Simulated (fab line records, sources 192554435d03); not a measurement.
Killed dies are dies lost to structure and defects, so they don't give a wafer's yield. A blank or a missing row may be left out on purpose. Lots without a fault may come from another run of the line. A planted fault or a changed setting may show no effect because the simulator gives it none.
Which tool did it? | flow n5_finfet | 12 lots, 34 wafers sampled, at 4 steps of a route of 1938

WHAT THE GAUGES READ, wafer by wafer
The record holds no reading of a measuring or inspecting step that can be judged against a usual standard deviation.

WHICH TOOL RAN EACH LOT (tool, then ch and the chambers of the sampled wafers, then the start)
lot  | N5_BEOL_M11_PRE_CLEAN_45     | N5_BEOL_M11_SPUTTER_48       | N5_BEOL_M11_DEP_56              | N5_BEOL_M12_ILD_DEP_00
L302 | pvd_sputter-03, day 11 04:45 | pvd_sputter-01, day 11 05:27 | pecvd-04 ch 0,2, day 11 06:21   | pecvd-02 ch 0,2, day 11 06:44
L303 | pvd_sputter-01, day 11 09:31 | pvd_sputter-03, day 11 10:03 | pecvd-01 ch 1,2, day 11 10:57   | pecvd-03 ch 0,2, day 11 11:05
L306 | pvd_sputter-03, day 11 18:04 | pvd_sputter-01, day 11 19:16 | pecvd-02 ch 0,2, day 11 20:14   | pecvd-01 ch 0,1, day 11 20:22
L305 | pvd_sputter-01, day 11 19:29 | pvd_sputter-01, day 11 20:02 | pecvd-01 ch 0,1, day 11 20:55   | pecvd-02 ch 1,2, day 11 21:03
L307 | pvd_sputter-02, day 12 07:55 | pvd_sputter-02, day 12 08:33 | pecvd-02 ch 1,2, day 12 09:43   | pecvd-03 ch 1,2, day 12 09:50
L308 | pvd_sputter-03, day 12 10:22 | pvd_sputter-03, day 12 11:08 | pecvd-04 ch 0,1,2, day 12 12:14 | pecvd-03 ch 0,1,2, day 12 12:22
L311 | pvd_sputter-01, day 12 10:53 | pvd_sputter-02, day 12 11:28 | pecvd-02 ch 1,2, day 12 12:31   | pecvd-03 ch 0,2, day 12 12:39
L315 | pvd_sputter-02, day 14 21:47 | pvd_sputter-01, day 14 23:56 | pecvd-01 ch 1,2, day 15 00:49   | pecvd-03 ch 2, day 15 00:57
L318 | pvd_sputter-03, day 15 04:02 | pvd_sputter-03, day 15 04:47 | pecvd-02 ch 1,2, day 15 05:41   | pecvd-03 ch 0,1,2, day 15 05:49
L319 | pvd_sputter-03, day 15 04:07 | pvd_sputter-03, day 15 04:52 | pecvd-04 ch 0,2, day 15 05:56   | pecvd-02 ch 0,1, day 15 06:04
L321 | pvd_sputter-01, day 15 12:07 | pvd_sputter-03, day 15 12:54 | pecvd-04 ch 0,2, day 15 14:03   | pecvd-03 ch 1,2, day 15 14:11
L325 | pvd_sputter-01, day 16 23:49 | pvd_sputter-01, day 17 01:52 | pecvd-02 ch 0,1, day 17 02:45   | pecvd-02 ch 0,1, day 17 02:53
- N5_BEOL_M11_PRE_CLEAN_45: time 30 s.
- N5_BEOL_M11_SPUTTER_48: material Cu, target thk 12 nm, time 2 s.
- N5_BEOL_M11_DEP_56: deposits SiCN from 3MS/NH3, target thk 30 nm, time 10.5 s.
- N5_BEOL_M12_ILD_DEP_00: deposits SiOC from DEMS/O2, target thk 658.92 nm, time 130.7 s.

WHAT THE TOOLS THEMSELVES READ (means of the sampled wafers that have a number; where no wafer has one, the mark that the record gives instead)
N5_BEOL_M11_PRE_CLEAN_45. Usual: heater_power_w 346 W, standard deviation 51.
lot  | tool           | heater_power_w (W) | flag
L302 | pvd_sputter-03 | 329                |
L303 | pvd_sputter-01 | 376                |
L306 | pvd_sputter-03 | 330                |
L305 | pvd_sputter-01 | 337                |
L307 | pvd_sputter-02 | 352                |
L308 | pvd_sputter-03 | 326                |
L311 | pvd_sputter-01 | 398                |
L315 | pvd_sputter-02 | 331                |
L318 | pvd_sputter-03 | 310                |
L319 | pvd_sputter-03 | 318                |
L321 | pvd_sputter-01 | 372                |
L325 | pvd_sputter-01 | 367                |

N5_BEOL_M11_SPUTTER_48. Usual: chuck_sensor_temp_C -16.1 C, standard deviation 0.42; substrate_temp_c -19.99 C, standard deviation 0.1; throttle_valve_pct 30.1 %, standard deviation 0.98.
lot  | tool           | chuck_sensor_temp_C (C) | substrate_temp_c (C) | throttle_valve_pct (%) | flag
L302 | pvd_sputter-01 | -15.8                   | -19.85               | 29.6                   |
L303 | pvd_sputter-03 | -16.9                   | -19.91               | 31.2                   |
L306 | pvd_sputter-01 | -15.8                   | -20.07               | 29.8                   |
L305 | pvd_sputter-01 | -15.9                   | -20.10               | 29.7                   |
L307 | pvd_sputter-02 | -16.4                   | -19.97               | 30.0                   |
L308 | pvd_sputter-03 | -16.5                   | -19.93               | 30.8                   |
L311 | pvd_sputter-02 | -16.4                   | -20.06               | 29.5                   |
L315 | pvd_sputter-01 | -15.8                   | -19.98               | 30.1                   |
L318 | pvd_sputter-03 | -16.5                   | -20.00               | 31.4                   |
L319 | pvd_sputter-03 | -16.6                   | -19.98               | 31.7                   |
L321 | pvd_sputter-03 | -16.2                   | -19.92               | 31.9                   |
L325 | pvd_sputter-01 | -16.0                   | -19.95               | 29.0                   |

N5_BEOL_M11_DEP_56. Usual: showerhead_plenum_p_Torr 4.170 Torr, standard deviation 0.02; throttle_valve_pct 17.9 %, standard deviation 0.97.
lot  | tool     | showerhead_plenum_p_Torr (Torr) | throttle_valve_pct (%) | flag
L302 | pecvd-04 | 4.189                           | 18.5                   |
L303 | pecvd-01 | 4.170                           | 17.1                   |
L306 | pecvd-02 | 4.191                           | 17.3                   |
L305 | pecvd-01 | 4.167                           | 17.6                   |
L307 | pecvd-02 | 4.170                           | 17.0                   |
L308 | pecvd-04 | 4.184                           | 18.9                   |
L311 | pecvd-02 | 4.168                           | 17.1                   |
L315 | pecvd-01 | 4.158                           | 16.7                   |
L318 | pecvd-02 | 4.169                           | 17.1                   |
L319 | pecvd-04 | 4.178                           | 18.6                   |
L321 | pecvd-04 | 4.187                           | 18.7                   |
L325 | pecvd-02 | 4.161                           | 17.8                   |

N5_BEOL_M12_ILD_DEP_00. Usual: heater_power_outer_w 283 W, standard deviation 58; heater_power_w 517 W, standard deviation 94; showerhead_plenum_p_Torr 5.702 Torr, standard deviation 0.013; susceptor_temp_C 350.01 C, standard deviation 0.19; throttle_valve_pct 11.4 %, standard deviation 0.59.
lot  | tool     | heater_power_outer_w (W) | heater_power_w (W) | showerhead_plenum_p_Torr (Torr) | susceptor_temp_C (C) | throttle_valve_pct (%) | flag
L302 | pecvd-02 | 282                      | 480                | 5.710                           | 349.89               | 11.4                   |
L303 | pecvd-03 | 277                      | 511                | 5.706                           | 350.05               | 10.8                   |
L306 | pecvd-01 | 262                      | 519                | 5.688                           | 349.93               | 11.8                   |
L305 | pecvd-02 | 285                      | 511                | 5.703                           | 349.91               | 11.3                   |
L307 | pecvd-03 | 262                      | 486                | 5.714                           | 350.15               | 10.8                   |
L308 | pecvd-03 | 324                      | 594                | 5.709                           | 349.89               | 11.3                   |
L311 | pecvd-03 | 323                      | 592                | 5.699                           | 350.08               | 11.0                   |
L315 | pecvd-03 | 206                      | 404                | 5.701                           | 341.30               | 10.4                   | OFF
L318 | pecvd-03 | 283                      | 521                | 5.702                           | 341.58               | 11.3                   | OFF
L319 | pecvd-02 | 242                      | 440                | 5.704                           | 350.19               | 11.9                   |
L321 | pecvd-03 | 268                      | 503                | 5.698                           | 341.27               | 11.6                   | OFF
L325 | pecvd-02 | 261                      | 460                | 5.699                           | 350.08               | 11.7                   |

THE ANSWER, worked out from the rows above alone
Rule: a lot is off if the mean of its wafers that have a number lies more than 3 standard deviations from the usual mean. A lot without any number at a reading at which 4 lots or more have one is off too. The other lots that the step has rows for count as sound. The gauges are gone through in route order, then the tools' own readings, and for those a lot's mean is taken as printed above. The first step at which some lot is off is used, and at that step the reading that is off furthest; a lot without a number counts as furthest.
Off: L315, L318, L321, at N5_BEOL_M12_ILD_DEP_00 (susceptor_temp_C).
A tool fits if, at that step or a process step before it, it ran every lot that is off, and no sound lot after the first of them. One fits: pecvd-03 at N5_BEOL_M12_ILD_DEP_00. Its last sound lot is L311 (day 12 12:39), its first lot that is off L315 (day 15 00:57): a fault that began between those two fits.
The tool's own readings at N5_BEOL_M12_ILD_DEP_00 bear it out: on the lots that are off they differ by more than 5 times the standard deviation of the sound lots' means. susceptor_temp_C reads 341.38 C there against 350.02 C on the sound lots.

WHAT THE SIMULATOR HAD PUT IN
Process parameter drift: pecvd-03, from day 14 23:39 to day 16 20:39, at N5_BEOL_M12_ILD_DEP_00. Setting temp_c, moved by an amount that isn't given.
Lots struck among those shown: L315, L318, L321. The rule above found the same.
